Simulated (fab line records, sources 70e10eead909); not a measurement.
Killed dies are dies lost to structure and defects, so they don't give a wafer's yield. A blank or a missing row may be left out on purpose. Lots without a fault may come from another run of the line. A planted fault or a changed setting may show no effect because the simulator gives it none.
Which tool did it? | flow nand_harc | 12 lots, 36 wafers sampled, at 6 steps of a route of 1302

WHAT THE GAUGES READ, wafer by wafer
NHARC_P_GATE_CD_MEAS_91: target cd 2000 nm. Usual: cd_nm 1999.6 nm, standard deviation 1.9.
lot  | measured     | on        | cd_nm (nm)           | flag
L484 | day 6 08:38  | cd_sem-01 | 1995.8 1996.9 1997.4 |
L485 | day 6 08:48  | cd_sem-02 | 1999.2 2000.0 1998.0 |
L486 | day 7 01:50  | cd_sem-01 | 2002.4 2000.4 2004.9 |
L487 | day 7 05:50  | cd_sem-03 | 1999.5 2001.9 2000.4 |
L490 | day 8 21:07  | cd_sem-03 | 1999.1 1997.6 2002.1 |
L493 | day 10 07:08 | cd_sem-03 | 2001.6 2000.4 1998.6 |
L494 | day 10 06:37 | cd_sem-02 | 1997.8 1998.1 1999.4 |
L495 | day 10 21:23 | cd_sem-02 | 1998.2 1998.6 1999.9 |
L496 | day 10 23:59 | cd_sem-01 | 1998.4 1999.6 2003.7 |
L498 | day 11 19:22 | cd_sem-02 | 2002.8 2000.8 2000.9 |
L499 | day 12 07:05 | cd_sem-02 | 2105.6 2105.8 2105.7 | OFF
L504 | day 14 14:42 | cd_sem-03 | 2001.3 2000.5 1999.1 |

NHARC_END_SORT_01. Usual: killed_at_array 53, standard deviation 21; killed_at_other 1.1, standard deviation 1.5; killed_at_periphery 3.9, standard deviation 2.7; killed_dies 58, standard deviation 21; killed_open 3.4, standard deviation 1.9; killed_short 2.3, standard deviation 1.5.
lot  | measured     | on        | killed_at_array | killed_at_other | killed_at_periphery | killed_dies | killed_open | killed_short | flag
L495 | day 29 23:45 | prober-02 | 88 54 66        | 0 0 0           | 1 2 3               | 89 56 69    | 4 1 4       | 3 4 2        |

WHICH TOOL RAN EACH LOT (tool, then ch and the chambers of the sampled wafers, then the start)
lot  | NHARC_P_GATE_ALD_36               | NHARC_P_GATE_DESCUM_61             | NHARC_P_GATE_STRIP_76                | NHARC_P_GATE_EXPOSE_88
L484 | ald_sin-01 ch 0,1,2, day 5 18:38  | rie_diel-03 ch 1,3, day 6 07:06    | plasma_asher-02 ch 0,1, day 6 07:44  | krf_scanner-03 ch 0, day 6 08:29
L485 | ald_sin-04 ch 1,2,3, day 5 20:53  | rie_diel-10 ch 1,2, day 6 07:07    | plasma_asher-01 ch 0,1, day 6 07:45  | krf_scanner-04 ch 0, day 6 08:38
L486 | ald_sin-03 ch 1,2,3, day 6 11:46  | rie_diel-04 ch 0,2,3, day 7 00:25  | plasma_asher-02 ch 0,1, day 7 01:02  | krf_scanner-04 ch 0, day 7 01:41
L487 | ald_sin-01 ch 0,1, day 6 15:52    | rie_diel-03 ch 1,2,3, day 7 04:17  | plasma_asher-01 ch 0,1, day 7 04:55  | krf_scanner-02 ch 0, day 7 05:40
L490 | ald_sin-01 ch 0,2, day 8 07:55    | rie_diel-04 ch 0,1, day 8 19:34    | plasma_asher-02 ch 0,1, day 8 20:11  | krf_scanner-04 ch 0, day 8 20:57
L493 | ald_sin-04 ch 1,2,3, day 9 17:01  | rie_diel-03 ch 0,2,3, day 10 05:35 | plasma_asher-01 ch 0,1, day 10 06:13 | krf_scanner-03 ch 0, day 10 06:59
L494 | ald_sin-01 ch 1,2,3, day 9 17:42  | rie_diel-04 ch 1,2,3, day 10 04:57 | plasma_asher-01 ch 0,1, day 10 05:42 | krf_scanner-04 ch 0, day 10 06:28
L495 | ald_sin-03 ch 0,1,2, day 10 07:16 | rie_diel-10 ch 1,2, day 10 19:49   | plasma_asher-02 ch 0,1, day 10 20:29 | krf_scanner-02 ch 0, day 10 21:14
L496 | ald_sin-01 ch 0,1,3, day 10 11:58 | rie_diel-10 ch 0,1, day 10 22:16   | plasma_asher-02 ch 0,1, day 10 23:05 | krf_scanner-04 ch 0, day 10 23:50
L498 | ald_sin-03 ch 0,3, day 11 05:22   | rie_diel-03 ch 1,2, day 11 17:56   | plasma_asher-02 ch 0,1, day 11 18:35 | krf_scanner-02 ch 0, day 11 19:13
L499 | ald_sin-01 ch 0,2,3, day 11 17:04 | rie_diel-03 ch 1,3, day 12 05:19   | plasma_asher-02 ch 1, day 12 06:11   | krf_scanner-04 ch 0, day 12 06:56
L504 | ald_sin-03 ch 0,2,3, day 14 00:50 | rie_diel-04 ch 0,1,2, day 14 13:10 | plasma_asher-01 ch 0,1, day 14 13:47 | krf_scanner-04 ch 0, day 14 14:33
- NHARC_P_GATE_ALD_36: deposits SiNx, target thk 20 nm, pulse time 60 s, ald cycles 223.
- NHARC_P_GATE_DESCUM_61: chemistry O2, time 3 s.
- NHARC_P_GATE_STRIP_76: strips in O2.
- NHARC_P_GATE_EXPOSE_88: exposes mask P HVN, target cd 2000 nm.

WHAT THE TOOLS THEMSELVES READ (means of the sampled wafers that have a number; where no wafer has one, the mark that the record gives instead)
NHARC_P_GATE_ALD_36. Usual: heater_power_w 814 W, standard deviation 48; precursor_pulse_height_rel 0.999, standard deviation 0.02.
lot  | tool       | heater_power_w (W) | precursor_pulse_height_rel | flag
L484 | ald_sin-01 | 765                | 1.013                      |
L485 | ald_sin-04 | 794                | 1.005                      |
L486 | ald_sin-03 | 827                | 1.001                      |
L487 | ald_sin-01 | 786                | 1.004                      |
L490 | ald_sin-01 | 758                | 1.001                      |
L493 | ald_sin-04 | 789                | 1.016                      |
L494 | ald_sin-01 | 796                | 1.022                      |
L495 | ald_sin-03 | 834                | 0.990                      |
L496 | ald_sin-01 | 817                | 0.993                      |
L498 | ald_sin-03 | 815                | 0.989                      |
L499 | ald_sin-01 | 794                | 0.982                      |
L504 | ald_sin-03 | 847                | 0.989                      |

NHARC_P_GATE_DESCUM_61. Usual: drypump_motor_current_A 5.8 A, standard deviation 0.33; oes_product_au 1.000 a.u., standard deviation 0.01; rf_vpp_V 57.9 V, standard deviation 0.86; showerhead_plenum_p_Torr 1.94 Torr, standard deviation 0.077; throttle_valve_pct 11.311 %, standard deviation 0.0083.
lot  | tool        | drypump_motor_current_A (A) | oes_product_au (a.u.) | rf_vpp_V (V) | showerhead_plenum_p_Torr (Torr) | throttle_valve_pct (%) | flag
L484 | rie_diel-03 | 5.5                         | 1.005                 | 58.0         | 1.90                            | 11.317                 |
L485 | rie_diel-10 | 5.7                         | 0.998                 | 58.7         | 2.04                            | 11.311                 |
L486 | rie_diel-04 | 5.9                         | 0.996                 | 57.2         | 1.93                            | 11.304                 |
L487 | rie_diel-03 | 5.6                         | 1.003                 | 56.4         | 1.85                            | 11.319                 |
L490 | rie_diel-04 | 6.0                         | 1.001                 | 57.9         | 1.99                            | 11.307                 |
L493 | rie_diel-03 | 5.8                         | 0.998                 | 57.3         | 1.91                            | 11.314                 |
L494 | rie_diel-04 | 5.8                         | 0.992                 | 58.0         | 1.96                            | 11.311                 |
L495 | rie_diel-10 | 5.7                         | 1.001                 | 58.4         | 2.04                            | 11.312                 |
L496 | rie_diel-10 | 5.5                         | 1.000                 | 57.7         | 1.96                            | 11.309                 |
L498 | rie_diel-03 | 5.5                         | 0.994                 | 57.7         | 1.82                            | 11.310                 |
L499 | rie_diel-03 | 5.4                         | 1.004                 | 57.2         | 1.87                            | 11.311                 |
L504 | rie_diel-04 | 5.8                         | 0.990                 | 58.5         | 1.95                            | 11.306                 |

NHARC_P_GATE_STRIP_76. Usual: drypump_motor_current_A 5.9 A, standard deviation 0.33; heater_power_w 343 W, standard deviation 18.
lot  | tool            | drypump_motor_current_A (A) | heater_power_w (W) | flag
L484 | plasma_asher-02 | 5.7                         | 336                |
L485 | plasma_asher-01 | 6.1                         | 353                |
L486 | plasma_asher-02 | 5.6                         | 351                |
L487 | plasma_asher-01 | 5.9                         | 361                |
L490 | plasma_asher-02 | 5.6                         | 344                |
L493 | plasma_asher-01 | 6.0                         | 343                |
L494 | plasma_asher-01 | 6.2                         | 343                |
L495 | plasma_asher-02 | 5.7                         | 334                |
L496 | plasma_asher-02 | 5.6                         | 345                |
L498 | plasma_asher-02 | 5.7                         | 327                |
L499 | plasma_asher-02 | 5.5                         | 367                |
L504 | plasma_asher-01 | 6.2                         | 341                |

THE ANSWER, worked out from the rows above alone
Rule: a lot is off if the mean of its wafers that have a number lies more than 3 standard deviations from the usual mean. A lot without any number at a reading at which 4 lots or more have one is off too. The other lots that the step has rows for count as sound. The gauges are gone through in route order, then the tools' own readings, and for those a lot's mean is taken as printed above. The first step at which some lot is off is used, and at that step the reading that is off furthest; a lot without a number counts as furthest.
Off: L499, at NHARC_P_GATE_CD_MEAS_91 (cd_nm).
A tool fits if, at a process step before that reading, it ran every lot that is off, and no sound lot after the first of them. The gauges at NHARC_P_GATE_CD_MEAS_91 are tried like those tools. Can't be told from this: 4 tools fit, ald_sin-01 at NHARC_P_GATE_ALD_36, rie_diel-03 at NHARC_P_GATE_DESCUM_61, plasma_asher-02 at NHARC_P_GATE_STRIP_76, cd_sem-02 at NHARC_P_GATE_CD_MEAS_91.

WHAT THE SIMULATOR HAD PUT IN
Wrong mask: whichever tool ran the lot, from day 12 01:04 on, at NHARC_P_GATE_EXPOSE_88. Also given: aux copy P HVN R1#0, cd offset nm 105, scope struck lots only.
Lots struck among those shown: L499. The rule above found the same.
